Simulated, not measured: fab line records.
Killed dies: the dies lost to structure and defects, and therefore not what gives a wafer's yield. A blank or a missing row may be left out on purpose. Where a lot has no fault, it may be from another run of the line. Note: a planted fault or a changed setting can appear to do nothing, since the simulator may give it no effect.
A struck lot beside a sound one    flow nand_harc    14 steps out of a route of 1302
Sound: the wafers L997.1, L997.2, L997.5. Wafers struck: L992.1, L992.2, L992.6. The cause is given at the end.
At each step with rows: each side's tool, then ch and its chambers, then its first start. Under that, the readings that differ: sound wafers    struck wafers    difference of the means    sigmas: that difference in standard deviations of wafers without a fault.
alike: a reading whose means differ by less than 2 such deviations, as well as words and numbers matching on both sides. not compared: withheld readings; readings where some wafer has no value; bounds like >300 that might hide an equal value; numbers whose values overlap and for which the record gives no deviation.
A row with sigmas, a row that says differs or no value, or rows on one side alone: a step with any of these is where the two part. Non-overlapping numbers with no deviation appear without sigmas and do not part them. A reading that every wafer of one side lacks parts them only if that side has two wafers or more.

NHARC_A_STAIRCASE_STRIP_475: strips in O2, time 20 s.
  sound on rie_diel-07 ch 0,2,3; struck on rie_diel-10 ch 0,1,3
reading                sound              struck             difference  sigmas
oes_product_au (a.u.)  1.015 1.015 1.011  1.003 0.989 0.986  -0.021      -3
  alike: drypump_motor_current_A, rf_vpp_V, showerhead_plenum_p_Torr, throttle_valve_pct
  not compared: rf_hours_counter_h
NHARC_A_STAIRCASE_DEP_471: deposits SiO2, target thk 100 nm.
  sound on pecvd-04 ch 0,2, day 26 06:22; struck on pecvd-01 ch 1,2, day 23 13:16
  alike: heater_power_w, throttle_valve_pct
NHARC_A_STAIRCASE_CMP_472: polishes SiO2.
  sound on cmp-02 ch 0,1, day 26 06:37; struck on cmp-02 ch 0,1,2, day 23 13:32
  alike: motor_current_A
following that, these wafers have no rows for 1 step: NHARC_A_STAIRCASE_SRD_474.
NHARC_A_STAIRCASE_INSPECT_155:
  sound on defect_inspect-01 at day 26 06:58; struck on defect_inspect-02 at day 23 13:53
reading           sound        struck       difference  sigmas
raw_defect_count  417 931 664  280 285 403  -348        -2
NHARC_A_SGD_CUT_DEP_00: deposits SiNx, target thk 50 nm.
  sound on pecvd-02 ch 1,2, day 26 07:01; struck on pecvd-03 ch 0,2, day 23 13:57
  alike: heater_power_w
then, 5 steps without rows for these wafers: NHARC_A_SGD_CUT_DEHYDRATE_01 (time 120 s); NHARC_A_SGD_CUT_HMDS_02 (time 30 s); NHARC_A_SGD_CUT_COAT_56 (time 75 s); NHARC_A_SGD_CUT_COAT_57 (time 65 s); NHARC_A_SGD_CUT_COAT_03 (resist thk 90 nm).
NHARC_A_SGD_CUT_SOFTBAKE_04: time 55 s.
  sound on litho_track-01 ch 0, day 26 07:00; struck on litho_track-01 ch 0, day 23 14:00
reading                   sound                 struck                difference  sigmas
heater_power_total_W (W)  188.37 188.47 188.25  190.35 190.70 190.41  +2.12       +15
  alike: resist_line_temp_C
following that, these wafers have no rows for 1 step: NHARC_A_SGD_CUT_EBR_05.
-- break in the record here, with 5 days between the starts of the struck wafers on either side (left off in module A_SGD_CUT, picked up again in module END, where the first step shown is number 1302 on the route) --
NHARC_END_SORT_01:
  sound on prober-02 ch 0, day 31 14:47; struck on prober-01 ch 0, day 28 19:52
  alike: killed_at_array, killed_at_other, killed_at_periphery, killed_dies, killed_open, killed_short

## WHERE THEY PART
Earliest at NHARC_A_STAIRCASE_STRIP_475; latest, in this record, at NHARC_A_SGD_CUT_SOFTBAKE_04. Later steps at which nothing parts them and some readings are alike: NHARC_END_SORT_01.

WHY: the cause the simulator had injected
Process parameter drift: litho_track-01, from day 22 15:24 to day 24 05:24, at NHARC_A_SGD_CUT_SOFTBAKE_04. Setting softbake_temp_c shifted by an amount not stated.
